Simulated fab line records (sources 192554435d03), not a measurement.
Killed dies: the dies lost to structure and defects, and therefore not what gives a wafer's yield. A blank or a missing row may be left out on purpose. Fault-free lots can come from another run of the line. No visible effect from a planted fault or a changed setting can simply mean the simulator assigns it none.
Matching of chambers + flow n5-finfet + rie-diel-04 running N5_BEOL_M10_ETCH_62: 4 sister chambers
The step etches SOC in N2/H2, target depth 110 nm, overetch 22 nm, time 165 s. 7 wafers are shown with their chamber, then 8 later ones without.

== EACH WAFER AND ITS CHAMBER ==
| wafer  | chamber | showerhead-plenum-p-Torr (Torr) | throttle-valve-pct (%) |
|--------|---------|---------------------------------|------------------------|
| L076.3 | 0       | 2.42                            | 18.01                  |
| L079.3 | 1       | 2.60                            | 17.97                  |
| L079.6 | 3       | 2.41                            | 17.87                  |
| L081.1 | 2       | 2.46                            | 17.59                  |
| L081.2 | 1       | 2.60                            | 17.98                  |
| L081.5 | 3       | 2.41                            | 17.87                  |
| L084.1 | 2       | 2.45                            | 17.65                  |

== WAFERS MISSING THEIR CHAMBER ==
| wafer  | showerhead-plenum-p-Torr (Torr) | throttle-valve-pct (%) |
|--------|---------------------------------|------------------------|
| L084.5 | 2.45                            | 17.65                  |
| L084.6 | 2.41                            | 18.08                  |
| L094.4 | 2.45                            | 17.67                  |
| L094.5 | 2.40                            | 18.09                  |
| L094.6 | 2.59                            | 17.67                  |
| L096.1 | 2.58                            | 17.65                  |
| L096.2 | 2.45                            | 17.65                  |
| L096.4 | 2.59                            | 17.66                  |

== WHICH CHAMBER EACH ONE RAN IN ==
| wafer  | from the rows above | in truth |
|--------|---------------------|----------|
| L084.5 | 2                   | 2        |
| L084.6 | 0                   | 0        |
| L094.4 | 2                   | 2        |
| L094.5 | 0                   | 0        |
| L094.6 | 1                   | 1        |
| L096.1 | 1                   | 1        |
| L096.2 | 2                   | 2        |
| L096.4 | 1                   | 1        |
Correctly placed: 8 of 8. Can't be placed from these rows: 0. Wrongly placed: 0.
How it was worked out, from the rows above alone: a wafer's distance from a chamber is the root of the sum, over the readings, of the square of ((its reading less the chamber's mean) divided by the reading's scatter). If the next closest chamber is less than 2 further off than the closest, the wafer can't be placed; otherwise it belongs to the closest. The mean given for a chamber averages the wafers shown for that chamber. The scatter is the square root of a quotient: the sum, over the shown wafers, of each reading's squared deviation from its chamber's mean, divided by wafers minus chambers.
